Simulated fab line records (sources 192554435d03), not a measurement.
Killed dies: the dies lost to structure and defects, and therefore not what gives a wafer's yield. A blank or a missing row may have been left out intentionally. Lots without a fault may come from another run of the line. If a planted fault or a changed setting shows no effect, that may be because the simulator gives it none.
Chamber matching + flow n5_finfet + rie_diel-06 running N5_BEOL_M6_STRIP_36: 4 sister chambers
The step strips in N2/H2. 16 wafers are shown with their chamber, then 8 later ones without.

WAFERS WITH THEIR CHAMBER
| wafer  | chamber | throttle_valve_pct (%) | drypump_motor_current_A (A) | showerhead_plenum_p_Torr (Torr) |
|--------|---------|------------------------|-----------------------------|---------------------------------|
| L077.1 | 1       | 23.7                   | 5.7                         | 2.56                            |
| L077.2 | 2       | 23.7                   | 5.1                         | 2.63                            |
| L077.5 | 3       | 23.6                   | 5.9                         | 2.53                            |
| L083.1 | 2       | 23.7                   | 5.1                         | 2.63                            |
| L083.4 | 3       | 23.7                   | 5.8                         | 2.52                            |
| L083.6 | 3       | 23.7                   | 5.9                         | 2.52                            |
| L086.1 | 3       | 23.7                   | 5.9                         | 2.52                            |
| L086.4 | 3       | 23.7                   | 5.9                         | 2.52                            |
| L086.6 | 2       | 23.7                   | 5.1                         | 2.62                            |
| L087.2 | 2       | 23.7                   | 5.1                         | 2.62                            |
| L087.3 | 3       | 23.7                   | 5.9                         | 2.52                            |
| L087.5 | 3       | 23.7                   | 5.9                         | 2.52                            |
| L090.1 | 3       | 23.7                   | 5.9                         | 2.51                            |
| L090.4 | 0       | 24.0                   | 5.9                         | 2.50                            |
| L090.5 | 1       | 23.7                   | 5.8                         | 2.55                            |
| L091.1 | 2       | 23.7                   | 5.1                         | 2.62                            |

SIGNATURES, as means of the wafers listed above
| reading                  | chamber 0 | chamber 1 | chamber 2 | chamber 3 | scatter within a chamber |
|--------------------------|-----------|-----------|-----------|-----------|--------------------------|
| throttle_valve_pct       | 24.000    | 23.700    | 23.700    | 23.688    | 0.027                    |
| drypump_motor_current_A  | 5.900     | 5.750     | 5.100     | 5.888     | 0.0339                   |
| showerhead_plenum_p_Torr | 2.5000    | 2.5550    | 2.6240    | 2.5200    | 0.00555                  |
Rule: a wafer's distance from a chamber is the root of the sum, over the readings, of the square of ((its reading less the chamber's mean) divided by the reading's scatter). The wafer belongs to the nearest chamber; if the next one is less than 2 further off, it can't be placed. How the scatter is found: for the shown wafers, subtract from each reading the mean of its chamber, square and add these, divide the total by (wafers less chambers), then take the root.

WAFERS WITH NO CHAMBER GIVEN
| wafer  | throttle_valve_pct (%) | drypump_motor_current_A (A) | showerhead_plenum_p_Torr (Torr) |
|--------|------------------------|-----------------------------|---------------------------------|
| L091.4 | 23.7                   | 5.9                         | 2.51                            |
| L091.6 | 23.7                   | 5.0                         | 2.62                            |
| L096.1 | 23.8                   | 5.7                         | 2.54                            |
| L096.2 | 23.7                   | 5.9                         | 2.51                            |
| L096.3 | 23.8                   | 5.1                         | 2.61                            |
| L095.1 | 23.8                   | 5.7                         | 2.54                            |
| L095.2 | 23.7                   | 5.1                         | 2.61                            |
| L095.4 | 23.8                   | 5.1                         | 2.61                            |

CHAMBER TAKEN BY EACH
| wafer  | from the rows above | in truth |
|--------|---------------------|----------|
| L091.4 | 3                   | 3        |
| L091.6 | 2                   | 2        |
| L096.1 | 1                   | 1        |
| L096.2 | 3                   | 3        |
| L096.3 | 2                   | 2        |
| L095.1 | 1                   | 1        |
| L095.2 | 2                   | 2        |
| L095.4 | 2                   | 2        |
8 of 8 placed correctly. Number that these rows cannot place: 0. 0 placed wrongly.
